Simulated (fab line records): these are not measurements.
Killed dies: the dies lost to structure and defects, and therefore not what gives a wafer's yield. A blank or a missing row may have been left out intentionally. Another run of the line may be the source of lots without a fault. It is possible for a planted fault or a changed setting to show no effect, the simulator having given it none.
Struck lot and sound lot, side by side | flow nand harc | 15 steps out of a route of 1302
Sound: these wafers, L553.4, L553.5, L553.6. Struck: wafers L565.2, L565.6. (L565.4 of the same lot was not struck and is left out.) The cause comes at the end.
Order at every step that has rows: each side's tool, ch and its chambers, its first start. Under that, the readings that differ: sound wafers | struck wafers | difference of the means | sigmas: that difference in standard deviations of wafers without a fault.
alike: readings whose means differ by less than 2 such deviations, and words and numbers that are the same on both sides. not compared: withheld readings, readings that some wafer has no value for, bounds like >300 that may hide the same value, and numbers for which the record gives no deviation and whose values overlap.
A row with sigmas, a row that says differs or no value, or rows on one side alone: a step with any of these is where the two part. When numbers do not overlap yet have no deviation, they are printed without sigmas and do not part them. Lack of a reading on every wafer of one side parts them only where that side has two or more wafers.

first, 1 step without rows for these wafers: NHARC_A_ONON_D1_DEP_00 (target thk 1000 nm).
NHARC_A_ONON_D1_THK_MEAS_02: measures by ellipsometry.
  sound: film metro-01 at day 9 23:44; struck: film metro-01 at day 15 00:41
  reading     | sound         | struck    | difference | sigmas
  thk nm (nm) | 999 1001 1002 | 1022 1022 | +21        | +2
then, 1 step without rows for these wafers: NHARC_A_ONON_D1_DEP_03 (target thk 1000 nm).
NHARC_A_ONON_D1_THK_MEAS_05: measures by ellipsometry.
  sound: film metro-01 at day 10 00:17; struck: film metro-02 at day 15 01:14
  reading     | sound       | struck    | difference | sigmas
  thk nm (nm) | 982 981 981 | 1014 1016 | +34        | +4
then, 1 step without rows for these wafers: NHARC_A_ONON_D1_DEP_06 (target thk 1000 nm).
NHARC_A_ONON_D1_THK_MEAS_08: measures by ellipsometry.
  sound: film metro-01 at day 10 00:52; struck: film metro-01 at day 15 01:49
  alike: thk nm
then, 1 step without rows for these wafers: NHARC_A_ONON_D1_DEP_09 (target thk 1000 nm).
NHARC_A_ONON_D1_THK_MEAS_11: measures by ellipsometry.
  sound: film metro-01 at day 10 01:25; struck: film metro-01 at day 15 02:23
  alike: thk nm
then, 1 step without rows for these wafers: NHARC_A_ONON_D1_DEP_12 (target thk 1000 nm).
NHARC_A_ONON_D1_THK_MEAS_14: measures by ellipsometry.
  sound: film metro-02 at day 10 02:00; struck: film metro-02 at day 15 02:56
  alike: thk nm
then, 1 step without rows for these wafers: NHARC_A_ONON_D1_ANNEAL_15 (time 3600 s).
NHARC_A_ONON_D1_DEP_16: target thk 1000 nm.
  sound on pecvd onon-04 ch 0, day 10 09:59; struck on pecvd onon-04 ch 0, day 15 13:05
NHARC_A_ONON_D1_THK_MEAS_18: measures by ellipsometry.
  sound: film metro-02 at day 10 10:19; struck: film metro-01 at day 15 13:32
  reading     | sound          | struck    | difference | sigmas
  thk nm (nm) | 1003 1002 1002 | 1536 1536 | +534       | +44
then, 1 step without rows for these wafers: NHARC_A_ONON_D1_DEP_19 (target thk 1000 nm).
-- record jumps: 16 days between struck wafers' starts before vs after; left off in module A_ONON_D1, resumes in module END, first step shown is number 1302 of the route --
NHARC_END_SORT_01:
  only the struck wafers appear in the record here, on prober-02 ch 0 at day 31 21:20; the sound ones have no rows

== WHERE THEY PART ==
Last at NHARC_END_SORT_01 as far as this record goes, first at NHARC_A_ONON_D1_THK_MEAS_02.

WHY: the cause the simulator had injected
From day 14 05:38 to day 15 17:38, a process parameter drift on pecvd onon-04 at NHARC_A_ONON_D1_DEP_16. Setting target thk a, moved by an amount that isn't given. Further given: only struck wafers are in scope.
